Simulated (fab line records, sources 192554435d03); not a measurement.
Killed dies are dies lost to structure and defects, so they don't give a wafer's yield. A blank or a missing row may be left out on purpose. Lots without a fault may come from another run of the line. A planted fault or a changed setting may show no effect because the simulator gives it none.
fab line records | flow n5_finfet | part 1 of 2: steps 1 to 19 of 27
record lots=5 wafers=15 last_day=17
route steps=1938 shown MOL_CONTACT_COAG@616 BEOL_M0_SAQP@632
lots that met no fault: from a run of the same line without faults
start_h: hours from the record's first day to the start of the lot's first wafer shown | wait_h: hours since the lot's step before | " the same as in the row above | L1.1+2: a row that stands for several wafers | - no value, or no start given | * or withheld: withheld | < > ~ a bound
route shown NAME@n: a module of which the file shows steps, and the number in the route of the first | usual: mean/standard deviation of fault-free wafers | same: alike in all rows | chamber/n: place in a boat | sites: the reading at each site | _std_site: their standard deviation | _edge_site: outer sites' mean less inner sites' | radius_mm: how far each site lies from the wafer's centre | mask NAME#n: copy n | behind: the tool/chamber that last shaped the wafer | hold: why the lot was held/for how many hours/how that ended | device: the transistor (n, p or np) that didn't switch | end of line: the same wafers' tests at the end of the route | a step without rows: its recipe alone | killed: dies lost to structure and defects at the first sort, not the wafer's yield | map: a wafer's dies, x killed, . not, _ none there
set.NAME: the setting as run; set.NAME@STEP: as run at that earlier step | model.NAME: the simulator's own value behind a step, which no gauge read
lots at some steps of the route; a table a step, a row a wafer
services: from which hour (start_h, from the record's first day; less than 0 if before it) a tool's chamber was out of use, for how many hours, and why
## steps
# step N5_MOL_CONTACT_COAG_ETCH_124
# recipe chemistry=CH3F/O2 target=SiNx target_depth_a=65 mask_material=SOC stop_on=SiOC over_etch_frac=0.3 ion_energy_ev=120 pressure_mtorr=30 source_w=395 bias_w=73 Ar_flow_sccm=150 CH3F_flow_sccm=30 O2_flow_sccm=20 ends=end_point
# usual drypump_motor_current_A=5.5/0.49 oes_product_au=0.68/0.069 rf_fwd_power_W=390.8/1.9 rf_vpp_V=299/8 showerhead_plenum_p_Torr=2.00/0.051 throttle_valve_pct=16.15/0.19
# columns lot.wafer tool chamber start_h wait_h drypump_motor_current_A oes_product_au rf_fwd_power_W rf_hours_counter_h rf_vpp_V showerhead_plenum_p_Torr throttle_valve_pct
L075.2 rie_diel-05 1 104.38 0.0 6.4 0.78 391.5 15 288 1.97 15.90
L075.4 " 0 " " 5.2 0.70 392.4 83 299 2.02 16.15
L075.5 " 1 " " 6.4 0.78 390.6 - 286 1.97 15.91
L080.1 rie_diel-01 1 146.25 0.0 5.0 0.64 393.7 149 302 2.09 16.26
L080.4 " 0 " " 5.5 0.62 392.8 181 305 2.01 16.45
L080.6 " 3 " " 5.7 0.74 392.0 - 286 1.95 15.88
L083.1 rie_diel-05 1 156.61 0.0 6.4 0.76 392.8 27 287 1.97 15.93
L083.5 " 3 " " 5.3 0.82 391.0 - 306 1.96 16.00
L083.6 " 2 " " 5.4 0.65 389.0 - 303 2.03 16.09
L084.1 rie_diel-05 1 160.48 0.0 6.4 0.76 390.1 29 289 1.96 15.93
L084.3 " 3 " " 5.2 0.82 390.2 11 307 1.96 16.01
L084.6 " 1 " " 6.4 0.75 391.2 - 286 1.97 15.92
L085.4 rie_diel-01 0 165.31 0.0 5.5 0.62 390.4 185 306 2.01 16.46
L085.5 " 3 " " 5.6 0.73 390.5 - 287 1.94 15.88
L085.6 " 0 " " 5.5 0.62 392.4 - 306 2.01 16.46
# step N5_MOL_CONTACT_COAG_ETCH_48
# recipe chemistry=C4F6/O2 target_depth_a=150 overetch_a=45 mask_material=SOC target=SiOC bias_w=465 pressure_mtorr=10 time_s=17 source_w=335 Ar_flow_sccm=300 C4F6_flow_sccm=10 O2_flow_sccm=10 ion_energy_ev=576
# usual drypump_motor_current_A=5.5/0.48 oes_product_au=0.67/0.077 rf_fwd_power_W=332.3/1.3 rf_vpp_V=1595/41 showerhead_plenum_p_Torr=2.84/0.07 throttle_valve_pct=40.4/0.34
# same time_s=17
# columns lot.wafer tool chamber start_h wait_h drypump_motor_current_A oes_product_au rf_fwd_power_W rf_hours_counter_h rf_vpp_V showerhead_plenum_p_Torr throttle_valve_pct
L075.2 rie_diel-05 1 104.42 0.0 6.4 0.76 334.6 16 1536 2.81 40.5
L075.4 " 0 " " 5.3 0.71 332.3 83 1595 2.87 40.4
L075.5 " 1 " " 6.4 0.83 333.1 - 1537 2.81 40.5
L080.1 rie_diel-01 1 146.29 0.0 5.1 0.69 334.5 149 1612 2.97 40.5
L080.4 " 0 " " 5.5 0.55 332.3 181 1629 2.85 40.7
L080.6 " 3 " " 5.7 0.65 332.7 - 1532 2.76 39.7
L083.1 rie_diel-05 1 156.65 0.0 6.4 0.71 333.2 27 1536 2.80 40.5
L083.5 " 3 " " 5.2 0.82 332.4 - 1639 2.79 40.2
L083.6 " 2 " " 5.4 0.63 332.5 - 1616 2.88 40.6
L084.1 rie_diel-05 1 160.52 0.0 6.4 0.71 332.4 29 1536 2.80 40.5
L084.3 " 3 " " 5.3 0.88 329.8 11 1638 2.79 40.1
L084.6 " 1 " " 6.4 0.80 331.3 - 1537 2.80 40.5
L085.4 rie_diel-01 0 165.35 0.0 5.5 0.55 333.3 185 1630 2.85 40.7
L085.5 " 3 " " 5.6 0.75 332.8 - 1531 2.76 39.7
L085.6 " 0 " " 5.5 0.61 334.1 - 1629 2.85 40.8
# step N5_MOL_CONTACT_COAG_STRIP_72
# recipe chemistry=N2/H2 power_w=450 temp_c=40 pressure_mtorr=20 rf_frequency_hz=6e+07 overash_fraction=3 bias_power_w=7 h2_frac=0.5 n2_flow_sccm=200 h2_flow_sccm=200
# usual drypump_motor_current_A=5.5/0.48 oes_product_au=0.79/0.085 rf_vpp_V=59.2/2 showerhead_plenum_p_Torr=2.53/0.077 throttle_valve_pct=23.36/0.3
# columns lot.wafer tool chamber start_h wait_h drypump_motor_current_A oes_product_au rf_hours_counter_h rf_vpp_V showerhead_plenum_p_Torr throttle_valve_pct
L075.2 rie_diel-05 1 104.47 0.0 6.4 0.93 16 58.9 2.49 23.21
L075.4 " 0 " " 5.2 0.81 83 58.5 2.56 23.23
L075.5 " 1 " " 6.4 0.92 - 60.4 2.49 23.18
L080.1 rie_diel-01 1 146.34 0.0 5.1 0.75 149 58.5 2.69 24.02
L080.4 " 0 " " 5.5 0.72 181 55.6 2.53 23.53
L080.6 " 3 " " 5.7 0.87 - 57.6 2.49 23.15
L083.1 rie_diel-05 1 156.70 0.0 6.4 0.90 27 57.8 2.49 23.17
L083.5 " 3 " " 5.2 0.94 - 60.6 2.49 23.47
L083.6 " 2 " " 5.4 0.78 - 61.1 2.54 23.11
L084.1 rie_diel-05 1 160.57 0.0 6.4 0.88 29 62.8 2.49 23.18
L084.3 " 3 " " 5.3 0.94 11 54.8 2.49 23.42
L084.6 " 1 " " 6.4 0.87 - 59.3 2.49 23.17
L085.4 rie_diel-01 0 165.40 0.0 5.5 0.73 185 56.0 2.53 23.57
L085.5 " 3 " " 5.7 0.84 - 56.5 2.49 23.17
L085.6 " 0 " " 5.5 0.73 - 58.4 2.53 23.54
# step N5_MOL_CONTACT_COAG_STRIP_49
# recipe chemistry=N2/H2 time_s=30 power_w=1000 temp_c=250 pressure_mtorr=withheld n2_flow_sccm=1750 h2_flow_sccm=3250
# usual drypump_motor_current_A=5.51/0.19 heater_power_w=322/42
# same time_s=30
# columns lot.wafer tool chamber start_h wait_h drypump_motor_current_A heater_power_w rf_hours_counter_h
L075.2 plasma_asher-01 1 104.55 - 5.53 378 99
L075.4 " 0 " " 5.30 282 -
L075.5 " 1 " " 5.54 372 -
L080.1 plasma_asher-02 0 146.43 - 5.68 318 48
L080.4 " 0 " " 5.68 313 -
L080.6 " 1 " " 5.83 313 -
L083.1 plasma_asher-01 0 156.78 - 5.27 276 111
L083.5 " 0 " " 5.32 280 -
L083.6 " 1 " " 5.56 369 -
L084.1 plasma_asher-01 0 160.65 - 5.28 283 113
L084.3 " 1 " " 5.54 383 -
L084.6 " 0 " " 5.28 279 -
L085.4 plasma_asher-01 0 165.50 - 5.29 275 -
L085.5 " 1 " " 5.55 382 -
L085.6 " 0 " " 5.28 281 -
# step N5_MOL_CONTACT_COAG_PRECLEAN_138
# recipe chemistry=alkaline_clean temp_c=60 time_s=60 do_ppb=50
# same time_s=60
# columns lot.wafer tool chamber start_h wait_h
L075.2+4+5 wet_bench-06 0,1,7 104.64 0.1
L080.1+4+6 wet_bench-06 7,6,3 146.51 0.1
L083.1+5+6 wet_bench-05 0,4,1 156.87 0.1
L084.1+3+6 wet_bench-02 0,3,6 160.74 0.1
L085.4+5+6 wet_bench-06 0,3,5 165.57 0.0
# step N5_MOL_CONTACT_COAG_SRD_139
# recipe dry=ipa_marangoni time_s=30 temp_c=23 rinse_liquid=diw
# same time_s=30
# columns lot.wafer tool chamber start_h wait_h
L075.2+4+5 wet_bench-06 0,1,7 104.66 0.0
L080.1+4+6 wet_bench-06 7,6,3 146.53 0.0
L083.1+5+6 wet_bench-05 0,4,1 156.89 0.0
L084.1+3+6 wet_bench-02 0,3,6 160.78 0.0
L085.4+5+6 wet_bench-06 0,3,5 165.59 0.0
# step N5_MOL_CONTACT_COAG_CD_MEAS_101
# recipe target_cd_nm=16
# usual cd_nm=15.9/0.32
# columns lot.wafer tool chamber start_h wait_h cd_nm
L075.2 cd_sem-01 - 104.70 0.0 15.5
L075.4 " - " " 16.4
L075.5 " - " " 15.5
L080.1 cd_sem-01 - 146.57 0.0 15.5
L080.4 " - " " 16.1
L080.6 " - " " 15.3
L083.1 cd_sem-02 - 156.93 0.0 15.3
L083.5 " - " " 15.7
L083.6 " - " " 16.2
L084.1 cd_sem-02 - 160.84 0.0 15.8
L084.3 " - " " 15.7
L084.6 " - " " 15.6
L085.4 cd_sem-03 - 165.64 0.0 15.4
L085.5 " - " " 15.7
L085.6 " - " " 15.8
# step N5_MOL_CONTACT_COAG_PRE_CLEAN_121
# recipe gas=H2/He time_s=* temp_c=withheld
# same time_s=*
# columns lot.wafer tool chamber start_h wait_h
L075.2+4+5 cvd_w-02 0 104.74 0.0
L080.1+4+6 cvd_w-01 0,1,1 146.61 0.0
L083.1+5+6 cvd_w-02 0,0,1 156.97 0.0
L084.1+3+6 cvd_w-02 0 160.88 0.0
L085.4+5+6 cvd_w-01 0,1,0 165.70 0.1
# step N5_MOL_CONTACT_COAG_CVD_140
# recipe material=W target_thk_a=665 mode=selective_fill temp_c=300 time_s=215
# usual heater_power_outer_w=273/24 heater_power_w=480/57 susceptor_temp_C=299.97/0.21
# same time_s=215
# columns lot.wafer tool chamber start_h wait_h heater_power_outer_w heater_power_w susceptor_temp_C
L075.2 cvd_w-02 0 104.83 0.1 258 441 299.81
L075.4 " 0 " " 267 459 299.90
L075.5 " 0 " " 268 445 300.03
L080.1 cvd_w-01 0 146.70 0.1 305 553 300.33
L080.4 " 1 " " 238 392 300.25
L080.6 " 1 " " 236 386 300.14
L083.1 cvd_w-02 0 157.06 0.1 265 453 300.23
L083.5 " 0 " " 265 461 300.14
L083.6 " 1 " " 281 522 299.55
L084.1 cvd_w-02 0 160.97 0.1 265 454 299.84
L084.3 " 0 " " 270 451 300.14
L084.6 " 0 " " 267 453 300.12
L085.4 cvd_w-01 0 165.84 0.1 309 559 299.73
L085.5 " 1 " " 233 386 299.77
L085.6 " 0 " " 308 572 299.37
# step N5_MOL_CONTACT_COAG_PRECLEAN_127
# recipe chemistry=DIW time_s=57.5 temp_c=23
# same time_s=57.5
# columns lot.wafer tool chamber start_h wait_h
L075.2+4+5 wet_bench-02 3,5,2 105.10 0.2
L080.1+4+6 wet_bench-05 4,2,7 146.97 0.2
L083.1+5+6 wet_bench-06 3,2,1 157.33 0.2
L084.1+3+6 wet_bench-06 4,6,5 161.24 0.2
L085.4+5+6 wet_bench-02 0,6,4 166.03 0.1
# step N5_MOL_CONTACT_COAG_SRD_128
# recipe dry_time_s=32 dry=n2_spin spin_rpm=1500
# columns lot.wafer tool chamber start_h wait_h
L075.2+4+5 wet_bench-02 3,5,2 105.12 0.0
L080.1+4+6 wet_bench-05 4,2,7 146.99 0.0
L083.1+5+6 wet_bench-06 3,2,1 157.35 0.0
L084.1+3+6 wet_bench-06 4,6,5 161.26 0.0
L085.4+5+6 wet_bench-02 0,6,4 166.07 0.0
# step N5_MOL_CONTACT_COAG_CMP_52
# recipe stop_on=SiO2 t_overpolish_s=1.5 post_cmp_clean=w_dilute_nh4oh down_force_psi=4 platen_rpm=50.289 pad_velocity_m_s=1.0006 target_thk_nm=66.5
# usual motor_current_A=12.2/0.84 overpolish_run_s=1.500/0.0091 time_to_endpoint_s=14/3.1
# columns lot.wafer tool chamber start_h wait_h motor_current_A overpolish_run_s time_to_endpoint_s
L075.2 cmp-02 3 105.23 0.1 12.2 1.500 13
L075.4 " 0 " " 12.8 1.493 13
L075.5 " 1 " " 13.6 1.496 17
L080.1 cmp-03 0 147.03 0.0 11.3 1.513 20
L080.4 " 3 " " 12.2 1.494 19
L080.6 " 0 " " 12.6 1.498 18
L083.1 cmp-02 1 157.42 0.1 13.7 1.495 13
L083.6 " 0 " " 12.9 1.506 18
L083.5 " 1 " " 14.0 1.496 15
L084.3 cmp-04 1 161.33 0.1 11.6 1.491 10
L084.1 " 2 " " 12.3 1.492 16
L084.6 " 0 " " 13.1 1.483 20
L085.4 cmp-02 1 166.22 0.1 13.2 1.508 12
L085.6 " 2 " " 11.7 1.496 11
L085.5 " 3 " " 12.6 1.506 9
# step N5_MOL_CONTACT_COAG_THK_MEAS_53
# recipe reads=SiO2_of_MOL_CONTACT_COAG_PECVD_31
# usual VIA_MOL_THK=43.8/0.74
# columns lot.wafer tool chamber start_h wait_h VIA_MOL_THK[nm]
L075.2 film_metro-02 - 105.45 - 44.5
L075.4 " - " " 44.9
L075.5 " - " " 43.3
L080.1 film_metro-01 - 147.32 - 43.6
L080.4 " - " " 44.3
L080.6 " - " " 44.2
L083.1 film_metro-02 - 157.68 - 43.2
L083.5 " - " " 44.2
L083.6 " - " " 44.0
L084.1 film_metro-01 - 161.58 - 43.8
L084.3 " - " " 43.9
L084.6 " - " " 44.2
L085.4 film_metro-02 - 166.41 - 44.5
L085.5 " - " " 44.5
L085.6 " - " " 43.2
# step N5_MOL_CONTACT_COAG_ANNEAL_112
# recipe temp_c=400 time_s=1800 ambient=HPD2 pressure_atm=10
# usual spike_tc_top_C=427.4/1 wafer_temp_C_max=401.3/0.32
# same time_s=1800
# columns lot.wafer tool chamber start_h wait_h spike_tc_top_C wafer_temp_C_max
L075.2 hp_anneal-01 0 105.59 0.1 425.6 402.4
L075.4 " 0 " " 427.0 401.3
L075.5 " 0 " " 425.9 402.0
L080.1 hp_anneal-01 0 147.35 0.0 425.2 401.9
L080.4 " 0 " " 428.1 401.0
L080.6 " 0 " " 427.3 401.3
L083.1 hp_anneal-01 0 157.71 0.0 426.8 401.4
L083.5 " 0 " " 426.0 401.7
L083.6 " 0 " " 427.1 401.6
L084.1 hp_anneal-01 0 161.61 0.0 428.0 401.4
L084.3 " 0 " " 427.2 401.1
L084.6 " 0 " " 427.2 401.5
L085.4 hp_anneal-01 0 166.43 0.0 427.1 400.9
L085.5 " 0 " " 427.5 401.6
L085.6 " 0 " " 426.1 401.5
# step N5_MOL_CONTACT_COAG_INSPECT_97
# recipe inspect_instrument=darkfield mode=post_anneal
# usual raw_defect_count=44/18
# columns lot.wafer tool chamber start_h wait_h raw_defect_count
L075.2 defect_inspect-01 - 108.64 0.1 30
L075.4 " - " " 47
L075.5 " - " " 20
L080.1 defect_inspect-01 - 150.39 0.0 43
L080.4 " - " " 20
L080.6 " - " " 55
L083.1 defect_inspect-02 - 160.74 0.0 40
L083.5 " - " " 49
L083.6 " - " " 41
L084.1 defect_inspect-01 - 164.65 0.0 31
L084.3 " - " " 31
L084.6 " - " " 23
L085.4 defect_inspect-01 - 169.52 0.1 57
L085.5 " - " " 31
L085.6 " - " " 22
# step N5_BEOL_M0_SAQP_PECVD_00
# recipe material=SiCN target_thk_a=80 temp_c=withheld precursor=3MS/NH3 pressure_torr=3 rf_w=202 time_s=14
# usual rf_fwd_power_W=198.4/1.1 showerhead_plenum_p_Torr=3.660/0.014 throttle_valve_pct=9.1/0.61
# same time_s=14
# columns lot.wafer tool chamber start_h wait_h rf_fwd_power_W showerhead_plenum_p_Torr throttle_valve_pct
L075.2 pecvd-04 2 108.96 0.2 197.5 3.658 8.2
L075.4 " 1 " " 198.4 3.670 10.1
L075.5 " 0 " " 198.6 3.657 8.7
L080.1 pecvd-04 2 150.72 0.2 199.1 3.665 8.5
L080.4 " 0 " " 200.7 3.661 8.8
L080.6 " 2 " " 197.6 3.670 8.5
L083.1 pecvd-01 2 161.08 0.2 198.3 3.647 8.6
L083.5 " 1 " " 197.0 3.688 9.2
L083.6 " 0 " " 199.4 3.638 9.6
L084.1 pecvd-03 2 164.98 0.2 198.2 3.641 8.3
L084.3 " 0 " " 197.1 3.672 8.9
L084.6 " 1 " " 198.7 3.675 9.5
L085.4 pecvd-01 0 169.80 0.1 200.1 3.647 9.5
L085.5 " 2 " " 197.8 3.640 8.6
L085.6 " 1 " " 197.6 3.671 9.2
# step N5_BEOL_M0_SAQP_ILD_DEP_01
# recipe material=SiOC target_thk_a=454.19 temp_c=350 precursor=DEMS/O2 pressure_torr=5 rf_w=500 time_s=8.7
# usual heater_power_outer_w=282/32 heater_power_w=520/51 rf_fwd_power_W=492.1/2.6 showerhead_plenum_p_Torr=5.690/0.017 susceptor_temp_C=349.97/0.19 throttle_valve_pct=12.0/0.82
# same time_s=8.7
# columns lot.wafer tool chamber start_h wait_h heater_power_outer_w heater_power_w rf_fwd_power_W showerhead_plenum_p_Torr susceptor_temp_C throttle_valve_pct
L075.2 pecvd-04 2 108.98 0.0 259 492 492.3 5.697 349.77 10.9
L075.4 " 1 " " 236 433 492.5 5.705 349.85 13.5
L075.5 " 0 " " 318 610 493.9 5.696 349.66 11.7
L080.1 pecvd-04 2 150.74 0.0 268 502 491.7 5.719 350.13 10.9
L080.4 " 0 " " 261 543 493.9 5.678 350.18 11.9
L080.6 " 2 " " 280 491 492.1 5.708 349.53 10.9
L083.1 pecvd-01 2 161.11 0.0 294 543 493.0 5.664 350.05 11.7
L083.5 " 1 " " 323 584 492.2 5.700 350.09 11.9
L083.6 " 0 " " 332 547 493.9 5.678 350.22 12.8
L084.1 pecvd-03 2 165.01 0.0 323 584 490.2 5.684 350.10 10.7
L084.3 " 0 " " 243 481 490.0 5.707 349.58 11.7
L084.6 " 1 " " 284 500 493.8 5.696 350.01 12.5
L085.4 pecvd-01 0 169.83 0.0 275 468 495.2 5.657 350.13 12.6
L085.5 " 2 " " 305 572 491.9 5.669 350.08 11.2
L085.6 " 1 " " 246 489 490.0 5.710 350.00 12.4
# step N5_BEOL_M0_SAQP_HM_DEP_02
# recipe material=TiN target_thk_a=120 temp_c=25 chamber_pressure_pa=0.49996
# usual susceptor_temp_C=24.99/0.1 throttle_valve_pct=30.4/0.64
# columns lot.wafer tool chamber start_h wait_h susceptor_temp_C throttle_valve_pct
L075.2 pvd_sputter-02 - 109.03 0.0 25.01 30.0
L075.4 " - " " 24.83 30.2
L075.5 " - " " 24.83 30.3
L080.1 pvd_sputter-03 - 150.80 0.0 24.87 30.0
L080.4 " - " " 24.84 31.9
L080.6 " - " " 24.87 30.4
L083.1 pvd_sputter-01 - 162.30 1.2 25.06 30.3
L083.5 " - " " 25.11 30.4
L083.6 " - " " 25.08 29.9
L084.1 pvd_sputter-02 - 168.75 3.7 24.80 30.2
L084.3 " - " " 25.11 30.8
L084.6 " - " " 24.93 30.2
L085.4 pvd_sputter-03 - 169.92 0.1 25.03 30.7
L085.5 " - " " 25.16 30.4
L085.6 " - " " 25.10 29.2
# step N5_BEOL_M0_SAQP_PECVD_03
# recipe material=SiCN target_thk_a=120 temp_c=withheld precursor=3MS/NH3 pressure_torr=3 rf_w=202 time_s=21.1
# usual rf_fwd_power_W=198.7/1 showerhead_plenum_p_Torr=3.662/0.013 throttle_valve_pct=9.0/0.59
# same time_s=21.1
# columns lot.wafer tool chamber start_h wait_h rf_fwd_power_W showerhead_plenum_p_Torr throttle_valve_pct
L075.2 pecvd-01 1 109.16 0.1 195.7 3.684 9.5
L075.4 " 1 " " 196.8 3.680 9.2
L075.5 " 1 " " 197.3 3.686 9.3
L080.1 pecvd-01 0 150.92 0.1 199.7 3.644 9.5
L080.4 " 0 " " 199.3 3.639 9.6
L080.6 " 1 " " 196.6 3.678 9.0
L083.1 pecvd-03 0 162.42 0.1 197.7 3.663 8.7
L083.5 " 2 " " 198.5 3.647 8.2
L083.6 " 0 " " 197.5 3.661 8.6
L084.1 pecvd-04 0 168.87 0.1 200.5 3.660 8.9
L084.3 " 2 " " 199.3 3.672 8.4
L084.6 " 2 " " 198.9 3.654 8.4
L085.4 pecvd-04 2 170.00 0.0 198.9 3.657 8.4
L085.5 " 0 " " 199.8 3.665 8.7
L085.6 " 1 " " 199.6 3.678 10.1
